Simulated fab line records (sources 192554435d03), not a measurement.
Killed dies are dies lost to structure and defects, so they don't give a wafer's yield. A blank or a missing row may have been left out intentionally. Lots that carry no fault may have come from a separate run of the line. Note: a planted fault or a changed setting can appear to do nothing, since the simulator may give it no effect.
Split-lot trial :: flow n5 finfet :: on a route of 1938 steps: 7 lots, 21 wafers read

## SPLIT DETAILS
At N5_PASSIVATION_ETCH_54 (etches SiO2 in CHF3/O2, target depth 880 nm, time 440 s), the setting time s was moved away from the recipe's 440 s on 8 of the 21 wafers read, by -21.3% to +18.2%. All remaining wafers had this setting at the recipe value.

Reading taken at the split's own step.

## THE READING
PASSIVATION.feature depth nm (the simulator's own value, which no gauge read), in nm, at N5_PASSIVATION_ETCH_54 (etches SiO2 in CHF3/O2, target depth 880 nm, time 440 s). The file gives no usual value for it. Here, 13 wafers ran the recipe; their average is 881.5 nm with a standard deviation of 10 nm.

wafer: L074.3
tool, chamber at the split: rie diel-02, 1
time s as run, s: 440
against the recipe: recipe
PASSIVATION.feature depth nm, nm: 885.2
against lot-mates on the recipe: -

wafer: L074.5
tool, chamber at the split: rie diel-02, 0
time s as run, s: 440
against the recipe: recipe
PASSIVATION.feature depth nm, nm: 882.4
against lot-mates on the recipe: -

wafer: L074.6
tool, chamber at the split: rie diel-02, 3
time s as run, s: 351.9
against the recipe: -20.0%
PASSIVATION.feature depth nm, nm: 704.2
against lot-mates on the recipe: -179.6

wafer: L077.1
tool, chamber at the split: rie diel-02, 0
time s as run, s: 440
against the recipe: recipe
PASSIVATION.feature depth nm, nm: 890
against lot-mates on the recipe: -

wafer: L077.4
tool, chamber at the split: rie diel-02, 1
time s as run, s: 440
against the recipe: recipe
PASSIVATION.feature depth nm, nm: 884.2
against lot-mates on the recipe: -

wafer: L077.5
tool, chamber at the split: rie diel-02, 2
time s as run, s: 440
against the recipe: recipe
PASSIVATION.feature depth nm, nm: 895
against lot-mates on the recipe: -

wafer: L087.1
tool, chamber at the split: rie diel-01, 2
time s as run, s: 401.5
against the recipe: -8.8%
PASSIVATION.feature depth nm, nm: 794.6
against lot-mates on the recipe: -69.8

wafer: L087.2
tool, chamber at the split: rie diel-01, 1
time s as run, s: 440
against the recipe: recipe
PASSIVATION.feature depth nm, nm: 864.4
against lot-mates on the recipe: -

wafer: L087.6
tool, chamber at the split: rie diel-01, 2
time s as run, s: 401.5
against the recipe: -8.8%
PASSIVATION.feature depth nm, nm: 795.4
against lot-mates on the recipe: -69.0

wafer: L086.1
tool, chamber at the split: rie diel-02, 0
time s as run, s: 440
against the recipe: recipe
PASSIVATION.feature depth nm, nm: 867.2
against lot-mates on the recipe: -

wafer: L086.3
tool, chamber at the split: rie diel-02, 3
time s as run, s: 440
against the recipe: recipe
PASSIVATION.feature depth nm, nm: 866
against lot-mates on the recipe: -

wafer: L086.6
tool, chamber at the split: rie diel-02, 2
time s as run, s: 351.7
against the recipe: -20.1%
PASSIVATION.feature depth nm, nm: 703
against lot-mates on the recipe: -163.6

wafer: L091.3
tool, chamber at the split: rie diel-01, 2
time s as run, s: 440
against the recipe: recipe
PASSIVATION.feature depth nm, nm: 873
against lot-mates on the recipe: -

wafer: L091.4
tool, chamber at the split: rie diel-01, 0
time s as run, s: 476.9
against the recipe: +8.4%
PASSIVATION.feature depth nm, nm: 956
against lot-mates on the recipe: +83.0

wafer: L091.6
tool, chamber at the split: rie diel-01, 0
time s as run, s: 476.9
against the recipe: +8.4%
PASSIVATION.feature depth nm, nm: 964.2
against lot-mates on the recipe: +91.2

wafer: L094.2
tool, chamber at the split: rie diel-01, 0
time s as run, s: 440
against the recipe: recipe
PASSIVATION.feature depth nm, nm: 896.4
against lot-mates on the recipe: -

wafer: L094.4
tool, chamber at the split: rie diel-01, 2
time s as run, s: 520.3
against the recipe: +18.2%
PASSIVATION.feature depth nm, nm: 1047
against lot-mates on the recipe: +154.7

wafer: L094.6
tool, chamber at the split: rie diel-01, 2
time s as run, s: 440
against the recipe: recipe
PASSIVATION.feature depth nm, nm: 888.2
against lot-mates on the recipe: -

wafer: L093.1
tool, chamber at the split: rie diel-01, 1
time s as run, s: 440
against the recipe: recipe
PASSIVATION.feature depth nm, nm: 886.2
against lot-mates on the recipe: -

wafer: L093.2
tool, chamber at the split: rie diel-01, 2
time s as run, s: 440
against the recipe: recipe
PASSIVATION.feature depth nm, nm: 881.2
against lot-mates on the recipe: -

wafer: L093.4
tool, chamber at the split: rie diel-01, 0
time s as run, s: 346.5
against the recipe: -21.3%
PASSIVATION.feature depth nm, nm: 704.2
against lot-mates on the recipe: -179.5

THE FIT
A straight line over all 21 wafers: PASSIVATION.feature depth nm changes by +8.91 nm for each +1% of time s; r = +0.99; the points scatter about the line by 9.6 nm.
The same after taking each lot's own level away (the mean of its wafers on the recipe; 21 wafers): +8.66 nm for each +1%; r = +1.00; scatter 6.1 nm.
According to that fit, moving time s by its largest amount changes the reading by 1.8e+02 nm.
The span of the lots' own levels, 864.40 to 892.30 nm, comes to 2.7 times the standard deviation stated above.
The two slopes are in agreement: the lot-to-lot level therefore moves the slope only a little.
Check: -182 nm against its lot-mates is what the line predicts for one of the wafers moved furthest among these (-21.3%) when that wafer is left out of the fit. Against them it came out at -180 nm.

## THESE WAFERS: OTHER SPLITS
These wafers also went through other splits before the reading. Each is held against what the fit with the lots' levels taken away leaves over:
other split on the same wafers: N5_BEOL_M13_TRENCH_ETCH_34 time s
wafers away from the commonest value: 11
r with PASSIVATION.feature depth nm (lot level and that fit taken away): +0.50

other split on the same wafers: N5_BEOL_M15_COAT_04 spin rpm
wafers away from the commonest value: 4
r with PASSIVATION.feature depth nm (lot level and that fit taken away): -0.18

other split on the same wafers: N5_BEOL_M15_EXPOSE_07 dose mj
wafers away from the commonest value: 5
r with PASSIVATION.feature depth nm (lot level and that fit taken away): +0.33

other split on the same wafers: N5_MIM_BOT_SPUTTER_00 power w
wafers away from the commonest value: 7
r with PASSIVATION.feature depth nm (lot level and that fit taken away): -0.16

other split on the same wafers: N5_MIM_BOT_ETCH_ETCH_03 icp w
wafers away from the commonest value: 5
r with PASSIVATION.feature depth nm (lot level and that fit taken away): +0.35

other split on the same wafers: N5_PASSIVATION_PASS_ETCH_47 time s
wafers away from the commonest value: 7
r with PASSIVATION.feature depth nm (lot level and that fit taken away): -0.29

## THE WHOLE CHAIN: every reading that the file lists as answering this split, in the file's order
step: N5_PASSIVATION_ETCH_54
what it does: etches SiO2 in CHF3/O2, target depth 880 nm, time 440 s
reading: etch.depth nm (the simulator's own value, which no gauge read)
change (the file's fit): +8.57 nm for each +1% of the setting
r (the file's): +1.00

step: N5_PASSIVATION_ETCH_54
what it does: etches SiO2 in CHF3/O2, target depth 880 nm, time 440 s
reading: PASSIVATION.feature depth nm (the simulator's own value, which no gauge read)
change (the file's fit): +8.57 nm for each +1% of the setting
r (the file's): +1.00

## FILE'S OWN FIT
PASSIVATION.feature depth nm changes by +8.57 nm for each +1% of time s, r = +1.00.
